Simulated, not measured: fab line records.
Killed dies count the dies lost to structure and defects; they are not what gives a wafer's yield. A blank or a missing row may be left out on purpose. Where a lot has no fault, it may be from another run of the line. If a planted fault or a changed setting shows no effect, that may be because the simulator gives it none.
Which tool is to blame? + flow n5 finfet + 10 lots, 30 wafers sampled, at 4 steps of a route of 1938

== WHAT THE GAUGES READ, wafer by wafer ==
N5_BEOL_M8_RS_MEAS_57: a four-point-probe measurement.
| lot  | measured     | on            | M8_RS (ohm/sq)    |
|------|--------------|---------------|-------------------|
| L601 | day 9 15:12  | film metro-01 | 0.294 0.300 0.284 |
| L603 | day 10 11:56 | film metro-01 | 0.289 0.290 0.292 |
| L605 | day 10 17:01 | film metro-02 | 0.286 0.291 0.293 |
| L607 | day 10 22:31 | film metro-02 | 0.269 0.277 0.271 |
| L604 | day 10 22:44 | film metro-02 | 0.290 0.280 0.293 |
| L606 | day 11 00:12 | film metro-02 | 0.294 0.291 0.279 |
| L608 | day 11 00:27 | film metro-01 | 0.286 0.277 0.290 |
| L613 | day 12 21:50 | film metro-01 | 0.282 0.273 0.280 |
| L623 | day 15 06:31 | film metro-02 | 0.289 0.289 0.281 |
| L622 | day 15 07:08 | film metro-01 | 0.292 0.290 0.292 |

== EACH LOT AND THE TOOL THAT RAN IT (in order: tool; ch and the chambers of the sampled wafers; start) ==
| lot  | N5_BEOL_M8_ETCH_65                 | N5_BEOL_M8_STRIP_36                | N5_BEOL_M8_CVD_78                |
|------|------------------------------------|------------------------------------|----------------------------------|
| L601 | rie diel-05 ch 1,2,3, day 9 10:49  | rie diel-05 ch 1,2,3, day 9 10:59  | cvd co-01 ch 1,2, day 9 13:05    |
| L603 | rie diel-06 ch 1,2, day 10 08:01   | rie diel-06 ch 1,2, day 10 08:13   | cvd co-02 ch 0,1, day 10 10:48   |
| L605 | rie diel-06 ch 1,2,3, day 10 13:05 | rie diel-06 ch 1,2,3, day 10 13:16 | cvd co-01 ch 0,2, day 10 15:50   |
| L607 | rie diel-03 ch 0,1,3, day 10 18:32 | rie diel-03 ch 0,1,3, day 10 18:43 | cvd co-01 ch 0,2, day 10 20:08   |
| L604 | rie diel-06 ch 2,3, day 10 18:44   | rie diel-06 ch 2,3, day 10 18:55   | cvd co-02 ch 0,1,2, day 10 21:37 |
| L606 | rie diel-06 ch 1,2, day 10 21:20   | rie diel-06 ch 1,2, day 10 21:31   | cvd co-02 ch 0,1, day 10 22:46   |
| L608 | rie diel-05 ch 0,1,2, day 10 21:54 | rie diel-05 ch 0,1,2, day 10 22:05 | cvd co-02 ch 1,2, day 10 23:16   |
| L613 | rie diel-03 ch 0,2, day 12 17:10   | rie diel-03 ch 0,2, day 12 17:20   | cvd co-02 ch 0,1,2, day 12 18:52 |
| L623 | rie diel-03 ch 0,1,3, day 15 03:43 | rie diel-03 ch 0,1,3, day 15 03:53 | cvd co-02 ch 0,1, day 15 05:23   |
| L622 | rie diel-05 ch 0,1,2, day 15 04:07 | rie diel-05 ch 0,1,2, day 15 04:18 | cvd co-02 ch 0,1,2, day 15 06:03 |
- N5_BEOL_M8_ETCH_65: etches SiARC in CF4, target depth 15.6 nm, time 26 s.
- N5_BEOL_M8_STRIP_36: strips in N2/H2.
- N5_BEOL_M8_CVD_78: deposits Co from CCTBA/H2, target thk 2 nm, time 142.3 s.

== THE ANSWER, worked out from the rows above alone ==
Rule: the lots themselves supply what counts as usual. Put in order of their means at a reading, lots are off if they are a third of the lots or fewer, leave a main group of 4 or more, and stand apart from it by a gap of 3 or more times the standard deviation of the main group's means; of several such gaps the widest counts. The tables above print the reading to a certain number of digits; a main group whose means all agree to those digits is not used. A lot without any number at a reading at which 4 lots or more have one is off too. Any other lot the step has rows for is counted as sound.
Nothing can be told from this: no lot is off at any reading shown.

== WHAT THE SIMULATOR HAD PUT IN ==
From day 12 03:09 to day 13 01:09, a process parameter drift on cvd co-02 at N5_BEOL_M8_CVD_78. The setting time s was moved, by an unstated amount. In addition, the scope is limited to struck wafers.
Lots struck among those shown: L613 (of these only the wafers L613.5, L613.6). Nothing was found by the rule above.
